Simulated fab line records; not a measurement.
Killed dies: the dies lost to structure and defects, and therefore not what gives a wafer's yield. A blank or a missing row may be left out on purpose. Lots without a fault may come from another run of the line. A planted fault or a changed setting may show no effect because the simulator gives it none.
The tool behind it: which one? / flow n5 finfet / 11 lots, 33 wafers sampled, at 2 steps of a route of 1938

== WHAT THE GAUGES READ, wafer by wafer ==
N5_BEOL_M0_SAQP_OVL_MEAS_41.
lot=L075; measured=day 6 00:02; on=overlay-01; M0_CUT1_OVL (nm)=0.2 -0.3 1.3
lot=L077; measured=day 6 10:23; on=overlay-01; M0_CUT1_OVL (nm)=1.0 1.3 0.7
lot=L079; measured=day 6 21:29; on=overlay-02; M0_CUT1_OVL (nm)=0.7 0.5 1.7
lot=L081; measured=day 7 11:56; on=overlay-01; M0_CUT1_OVL (nm)=1.3 1.6 0.2
lot=L084; measured=day 8 08:46; on=overlay-02; M0_CUT1_OVL (nm)=-0.2 0.2 -0.3
lot=L087; measured=day 9 22:41; on=overlay-01; M0_CUT1_OVL (nm)=1.5 1.6 0.6
lot=L089; measured=day 10 06:18; on=overlay-01; M0_CUT1_OVL (nm)=1.0 0.3 1.6
lot=L088; measured=day 10 07:37; on=overlay-02; M0_CUT1_OVL (nm)=1.1 0.5 -0.7
lot=L091; measured=day 11 09:23; on=overlay-01; M0_CUT1_OVL (nm)=-0.3 -0.2 0.7
lot=L095; measured=day 11 12:13; on=overlay-01; M0_CUT1_OVL (nm)=1.2 0.2 0.3
lot=L096; measured=day 11 13:30; on=overlay-02; M0_CUT1_OVL (nm)=0.2 -0.2 1.1

== EACH LOT AND THE TOOL THAT RAN IT (in order: tool; ch and the chambers of the sampled wafers; start) ==
lot=L075; N5_BEOL_M0_SAQP_MANDREL2_REMOVE_110=rie si-02 ch 0,1,2, day 5 23:35
lot=L077; N5_BEOL_M0_SAQP_MANDREL2_REMOVE_110=rie si-03 ch 1,2, day 6 09:49
lot=L079; N5_BEOL_M0_SAQP_MANDREL2_REMOVE_110=rie si-03 ch 1,3, day 6 21:01
lot=L081; N5_BEOL_M0_SAQP_MANDREL2_REMOVE_110=rie si-03 ch 2,3, day 7 11:29
lot=L084; N5_BEOL_M0_SAQP_MANDREL2_REMOVE_110=rie si-02 ch 0,2,3, day 8 08:19
lot=L087; N5_BEOL_M0_SAQP_MANDREL2_REMOVE_110=rie si-03 ch 1,2,3, day 9 22:07
lot=L089; N5_BEOL_M0_SAQP_MANDREL2_REMOVE_110=rie si-06 ch 0,1,3, day 10 05:52
lot=L088; N5_BEOL_M0_SAQP_MANDREL2_REMOVE_110=rie si-03 ch 1,2, day 10 07:03
lot=L091; N5_BEOL_M0_SAQP_MANDREL2_REMOVE_110=rie si-03 ch 0,3, day 11 08:56
lot=L095; N5_BEOL_M0_SAQP_MANDREL2_REMOVE_110=rie si-02 ch 1,2,3, day 11 11:45
lot=L096; N5_BEOL_M0_SAQP_MANDREL2_REMOVE_110=rie si-03 ch 0,3, day 11 13:03
- N5_BEOL_M0_SAQP_MANDREL2_REMOVE_110: chemistry HBr/Cl2/O2, target a-Si, stops on SiCN, bt time 10 s.

== THE ANSWER, worked out from the rows above alone ==
Rule: the lots themselves supply what counts as usual. Put in order of their means at a reading, lots are off if they are a third of the lots or fewer, leave a main group of 4 or more, and stand apart from it by a gap of 3 or more times the standard deviation of the main group's means; of several such gaps the widest counts. A main group whose means are all the same, to the digits that the tables above print for the reading, isn't used. Also off: a lot with no number at a reading for which 4 or more lots have one. All remaining lots with rows at the step are treated as sound.
Nothing can be told from this: no lot is off at any reading shown.

== WHAT HAD BEEN PUT IN BY THE SIMULATOR ==
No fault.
